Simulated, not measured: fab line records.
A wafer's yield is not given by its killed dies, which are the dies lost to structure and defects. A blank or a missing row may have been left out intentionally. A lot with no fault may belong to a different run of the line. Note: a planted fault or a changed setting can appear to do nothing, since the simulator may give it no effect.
Matching of chambers	flow n5_finfet	rie_diel-02 running N5_BEOL_M11_DESCUM_33: 4 sister chambers
The step chemistry O2, time 7.9 s. 8 wafers are shown with their chamber, then 12 later ones without.

WAFERS PAIRED WITH THEIR CHAMBERS
wafer	chamber	drypump_motor_current_A (A)	throttle_valve_pct (%)
L085.2	2	5.1	20.4
L086.1	2	5.1	20.4
L091.1	3	5.0	20.5
L091.2	0	6.5	19.8
L091.6	3	4.9	20.4
L092.1	1	5.6	20.6
L092.2	0	6.5	19.8
L092.4	1	5.6	20.6

WAFERS MISSING THEIR CHAMBER
wafer	drypump_motor_current_A (A)	throttle_valve_pct (%)
L090.1	6.5	19.8
L090.3	5.0	20.5
L090.4	6.5	19.8
L093.2	4.9	20.5
L093.5	5.6	20.6
L093.6	6.5	19.8
L097.1	5.1	20.1
L097.2	5.0	20.5
L097.3	5.6	20.6
L097.4	6.5	19.8
L097.5	5.1	20.1
L097.6	5.0	20.5

WHICH CHAMBER EACH WENT THROUGH
wafer	from the rows above	in truth
L090.1	0	0
L090.3	3	3
L090.4	0	0
L093.2	3	3
L093.5	1	1
L093.6	0	0
L097.1	2	2
L097.2	3	3
L097.3	1	1
L097.4	0	0
L097.5	2	2
L097.6	3	3
Correctly placed: 12 of 12. From these rows, 0 cannot be placed. 0 placed wrongly.
How it was worked out, from the rows above alone: a wafer's distance from a chamber is the root of the sum, over the readings, of the square of ((its reading less the chamber's mean) divided by the reading's scatter). The wafer belongs to the nearest chamber; if the next one is less than 2 further off, it can't be placed. The mean given for a chamber averages the wafers shown for that chamber. The scatter: the root of (the sum of the squares of (reading less its chamber's mean) over the shown wafers, divided by (wafers less chambers)).
